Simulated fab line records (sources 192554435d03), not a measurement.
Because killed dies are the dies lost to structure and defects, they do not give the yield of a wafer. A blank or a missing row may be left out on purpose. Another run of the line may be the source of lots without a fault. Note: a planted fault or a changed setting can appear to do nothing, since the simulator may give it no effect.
What tool caused it? / flow n5 finfet / at 1 step of a route of 1938, 9 lots with 27 wafers sampled

WHAT THE GAUGES SHOWED, per wafer
N5_SD_EPI_P_CD_MEAS_09: target cd 240 nm.
lot=L313; measured=day 4 05:29; on=cd sem-01; cd nm (nm)=239.7 240.2 239.9
lot=L314; measured=day 4 12:09; on=cd sem-01; cd nm (nm)=241.6 241.4 241.4
lot=L316; measured=day 5 01:11; on=cd sem-02; cd nm (nm)=241.5 241.4 241.7
lot=L318; measured=day 5 17:40; on=cd sem-02; cd nm (nm)=241.2 241.4 241.3
lot=L320; measured=day 6 05:23; on=cd sem-03; cd nm (nm)=238.8 238.7 238.3
lot=L322; measured=day 6 13:57; on=cd sem-02; cd nm (nm)=239.0 238.5 239.4
lot=L324; measured=day 7 00:14; on=cd sem-01; cd nm (nm)=239.1 237.6 237.3
lot=L330; measured=day 8 14:50; on=cd sem-01; cd nm (nm)=240.2 239.7 240.2
lot=L332; measured=day 9 05:51; on=cd sem-03; cd nm (nm)=241.9 241.3 241.0

WHICH TOOL RAN EACH LOT (tool, then ch and the chambers of the sampled wafers, then the start)
Before these readings, the record contains no process step.

THE ANSWER, worked out from the rows above alone
Rule: usual is defined by the lots themselves. Put in order of their means at a reading, lots are off if they are a third of the lots or fewer, leave a main group of 4 or more, and stand apart from it by a gap of 3 or more times the standard deviation of the main group's means; of several such gaps the widest counts. A main group is skipped when, at the precision printed for the reading in the tables above, its means are all equal. Also off: a lot with no number at a reading for which 4 or more lots have one. The other lots that the step has rows for count as sound.
Nothing can be told from this: no lot is off at any reading shown.

WHAT THE SIMULATOR HAD PUT IN
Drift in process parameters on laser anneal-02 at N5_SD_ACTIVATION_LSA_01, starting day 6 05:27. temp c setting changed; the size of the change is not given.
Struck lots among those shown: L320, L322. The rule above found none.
